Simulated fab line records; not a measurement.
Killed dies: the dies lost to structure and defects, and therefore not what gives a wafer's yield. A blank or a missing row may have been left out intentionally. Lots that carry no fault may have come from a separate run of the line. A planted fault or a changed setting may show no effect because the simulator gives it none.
Code-filled problem report in 8D (eight disciplines) form + flow n5_finfet + the parts of the form that need people (team, actions taken, sign-off) are left out

== 1. WHAT IS WRONG ==
Wafers without a fault read 0.996 a.u., standard deviation 0.011; oes_product_au at N5_SD_EPI_N_SD_RECESS_17 reads a mean of 1.163 a.u. on 4 wafers belonging to 3 lots. Measured from the usual mean, that is +15 standard deviations.
The step: chemistry HBr/Cl2/O2, target depth 41 nm, time 23.7 s, bt time 3 s.
Seen first at day 5 01:03 on rie_si-06, wafer L487.2. The record has a number at this step for 26 wafers belonging to 9 lots. By rule, "out" or "out of limits" means more than 4 standard deviations away from the usual mean. The other wafers with a number count as sound.

== 2. WHAT IT IS AND WHAT IT IS NOT ==
| question                    | is                             | is not                                                                                                  |
|-----------------------------|--------------------------------|---------------------------------------------------------------------------------------------------------|
| which readings at this step | oes_product_au                 | chamber_pressure_mTorr, drypump_motor_current_A, throttle_valve_pct                                     |
| which lots                  | L487, L490, L491               | L485, L496, L499, L500, L501, L502                                                                      |
| which wafers of those lots  | L487.2, L487.4, L490.2, L491.4 | L487.5, L490.1, L490.3, L491.5                                                                          |
| read on which tools         | rie_si-06                      | rie_si-01, rie_si-02                                                                                    |
| when                        | from day 5 01:03               | up to then (4 sound wafers); but 18 sound wafers of L490, L491, L496, L499, L500, L501, L502 came after |

== 3. WHAT RULES OUT EACH SUSPECT ==
Counting: a tool at a process step up to the reading stays a suspect if it ran every lot that is out. Sound lots after the first of them don't rule it out here, since some wafers of a struck lot are sound.
- ald_sin-01 at N5_SPACER0_ALD_07 (deposits SiNx, target thk 2 nm): kept. Every lot that is out went through it, the first being L487 (day 4 23:23); the last sound lot it ran before that was L485 (day 4 15:40).
- rie_si-06 at N5_SD_EPI_N_SD_RECESS_17 (chemistry HBr/Cl2/O2, target depth 41 nm, time 23.7 s, bt time 3 s): kept. Every lot that is out went through it, the first being L487 (day 5 01:03); the last sound lot it ran before that was L485 (day 4 17:25). Its own readings are out on those wafers: oes_product_au.
Remaining after the count are ald_sin-01 at N5_SPACER0_ALD_07 and rie_si-06 at N5_SD_EPI_N_SD_RECESS_17.

== 4. THE CAUSE (what the simulator had put in) ==
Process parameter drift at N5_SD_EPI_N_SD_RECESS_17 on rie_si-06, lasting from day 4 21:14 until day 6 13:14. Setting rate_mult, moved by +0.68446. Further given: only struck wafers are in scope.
Counting leaves 2 suspects; this tool is one of them.

== 5. THE EFFECT CHAIN, in route order ==
Rows list readings where the struck wafers' mean (over those with a number) sits beyond 3 standard deviations from the usual. Scope: only readings with a usual standard deviation given in the record; hours: median across lots of the time from each lot's start at the first step in this table that gives one to its start at this step; sigmas: change in usual standard deviations.
| hours | step                     | reading        | usual      | on struck wafers | change | sigmas |
|-------|--------------------------|----------------|------------|------------------|--------|--------|
| 0     | N5_SD_EPI_N_SD_RECESS_17 | oes_product_au | 0.996 a.u. | 1.163            | +0.167 | +15    |
| 242   | N5_PASSIVATION_PROBE_49  | sort_n_pass    | 1076       | 0                | -1076  | -67    |
| 242   | N5_PASSIVATION_PROBE_49  | sort_yield_pct | 91.2 %     | 0.0              | -91.2  | -65    |
It contains these process steps:
- N5_SD_EPI_N_SD_RECESS_17: chemistry HBr/Cl2/O2, target depth 41 nm, time 23.7 s, bt time 3 s.
- N5_PASSIVATION_PROBE_49
Readings that are blank on the struck wafers while sound wafers have them: CJ_N at N5_BEOL_M4_RC_MEAS_101; DIBL_N at N5_BEOL_M4_RC_MEAS_101; EOT_N at N5_BEOL_M4_RC_MEAS_101; IGATE_N at N5_BEOL_M4_RC_MEAS_101; IOFF_N at N5_BEOL_M4_RC_MEAS_101; IOFF_N_85C at N5_BEOL_M4_RC_MEAS_101; IOFF_N_LIN at N5_BEOL_M4_RC_MEAS_101; IOFF_N_LONG at N5_BEOL_M4_RC_MEAS_101; and 9 more.

== 6. WHAT WOULD HAVE CAUGHT IT SOONER ==
In this record no reading fell out of limits until day 5 01:03, 4 hours after the fault had begun at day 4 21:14.
